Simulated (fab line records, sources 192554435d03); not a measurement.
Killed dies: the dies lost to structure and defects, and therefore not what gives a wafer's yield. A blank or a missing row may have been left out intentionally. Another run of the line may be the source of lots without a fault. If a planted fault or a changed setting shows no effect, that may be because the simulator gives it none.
Chamber matching :: flow n5-finfet :: uv-cure-02 running N5_BEOL_M8_CURE_75: 3 sister chambers
The step cures SiCOH lowk, time 120 s. 6 wafers are shown with their chamber, then 12 later ones without.

== WAFERS WITH THEIR CHAMBER ==
wafer: L082.2
chamber: 1
wafer_temp_C_max: 371.5
lamp-power-pct (%): 52.36

wafer: L082.3
chamber: 1
wafer_temp_C_max: 371.5
lamp-power-pct (%): 52.37

wafer: L081.2
chamber: 0
wafer_temp_C_max: 372.8
lamp-power-pct (%): 52.30

wafer: L081.3
chamber: 0
wafer_temp_C_max: 371.9
lamp-power-pct (%): 52.36

wafer: L087.5
chamber: 2
wafer_temp_C_max: 372.8
lamp-power-pct (%): 52.28

wafer: L087.6
chamber: 2
wafer_temp_C_max: 371.7
lamp-power-pct (%): 52.36

== WAFERS WHOSE CHAMBER IS MISSING ==
wafer: L090.2
wafer_temp_C_max: 371.5
lamp-power-pct (%): 52.27

wafer: L090.4
wafer_temp_C_max: 372.8
lamp-power-pct (%): 52.25

wafer: L090.6
wafer_temp_C_max: 372.1
lamp-power-pct (%): 52.33

wafer: L091.1
wafer_temp_C_max: 371.6
lamp-power-pct (%): 52.27

wafer: L091.2
wafer_temp_C_max: 371.5
lamp-power-pct (%): 52.26

wafer: L091.4
wafer_temp_C_max: 371.2
lamp-power-pct (%): 52.27

wafer: L094.3
wafer_temp_C_max: 371.5
lamp-power-pct (%): 52.36

wafer: L094.5
wafer_temp_C_max: 371.2
lamp-power-pct (%): 52.32

wafer: L094.6
wafer_temp_C_max: 371.9
lamp-power-pct (%): 52.37

wafer: L093.1
wafer_temp_C_max: 372.5
lamp-power-pct (%): 52.32

wafer: L093.2
wafer_temp_C_max: 371.8
lamp-power-pct (%): 52.24

wafer: L093.4
wafer_temp_C_max: 371.6
lamp-power-pct (%): 52.35

== THE CHAMBER EACH PASSED THROUGH ==
wafer: L090.2
from the rows above: can't be placed: 2 or 0 or 1
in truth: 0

wafer: L090.4
from the rows above: can't be placed: 2 or 0 or 1
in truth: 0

wafer: L090.6
from the rows above: can't be placed: 2 or 0 or 1
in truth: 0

wafer: L091.1
from the rows above: can't be placed: 2 or 0 or 1
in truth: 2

wafer: L091.2
from the rows above: can't be placed: 2 or 0 or 1
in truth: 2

wafer: L091.4
from the rows above: can't be placed: 2 or 1 or 0
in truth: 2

wafer: L094.3
from the rows above: can't be placed: 1 or 2 or 0
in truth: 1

wafer: L094.5
from the rows above: can't be placed: 1 or 2 or 0
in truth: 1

wafer: L094.6
from the rows above: can't be placed: 1 or 0 or 2
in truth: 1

wafer: L093.1
from the rows above: can't be placed: 0 or 2 or 1
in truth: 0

wafer: L093.2
from the rows above: can't be placed: 2 or 0 or 1
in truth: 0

wafer: L093.4
from the rows above: can't be placed: 1 or 2 or 0
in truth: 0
0 of 12 placed correctly. Can't be placed from these rows: 12 (the true chamber is among the candidates in 12). 0 placed wrongly.
How it was worked out, from the rows above alone: a wafer's distance from a chamber is the root of the sum, over the readings, of the square of ((its reading less the chamber's mean) divided by the reading's scatter). If the next closest chamber is less than 2 further off than the closest, the wafer can't be placed; otherwise it belongs to the closest. A chamber's mean is the mean of its shown wafers. The scatter: take each reading less its chamber's mean, square it, sum over the shown wafers, divide by the number of wafers less the number of chambers, and take the root.
